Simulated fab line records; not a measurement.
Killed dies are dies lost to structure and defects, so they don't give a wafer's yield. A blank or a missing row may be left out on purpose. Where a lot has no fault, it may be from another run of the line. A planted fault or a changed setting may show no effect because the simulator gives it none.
Chamber matching    flow nand harc    ald metal-02 running NHARC_A_BLC_ALD_23: 4 sister chambers
The step deposits TiN, target thk 3 nm, pulse time 1 s, ald cycles 150. 8 wafers are shown with their chamber, then 7 later ones without.

== EACH WAFER AND ITS CHAMBER ==
wafer   chamber  heater power w (W)  precursor pulse height rel
L186.6  0        1078                0.988
L190.5  2        923                 1.028
L190.6  3        928                 1.021
L192.1  1        1174                0.987
L192.2  3        901                 0.965
L192.6  0        1063                1.038
L195.2  1        1187                1.009
L195.3  2        927                 1.011

== WAFERS WITHOUT THEIR CHAMBER ==
wafer   heater power w (W)  precursor pulse height rel
L195.4  1081                1.008
L197.2  1065                1.041
L197.3  932                 0.971
L197.4  926                 1.023
L203.2  923                 1.020
L203.4  939                 1.015
L203.5  1185                0.987

== THE CHAMBER EACH PASSED THROUGH ==
wafer   from the rows above      in truth
L195.4  0                        0
L197.2  0                        0
L197.3  can't be placed: 3 or 2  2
L197.4  can't be placed: 2 or 3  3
L203.2  can't be placed: 2 or 3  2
L203.4  can't be placed: 2 or 3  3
L203.5  1                        1
Correct placement for 3 of the 7. Unplaceable from these rows: 4, with the true chamber sitting among the candidates in 4. 0 placed wrongly.
How it was worked out, from the rows above alone: a wafer's distance from a chamber is the root of the sum, over the readings, of the square of ((its reading less the chamber's mean) divided by the reading's scatter). The wafer belongs to the nearest chamber; if the next one is less than 2 further off, it can't be placed. A chamber's mean is the mean of its shown wafers. The scatter: take each reading less its chamber's mean, square it, sum over the shown wafers, divide by the number of wafers less the number of chambers, and take the root.
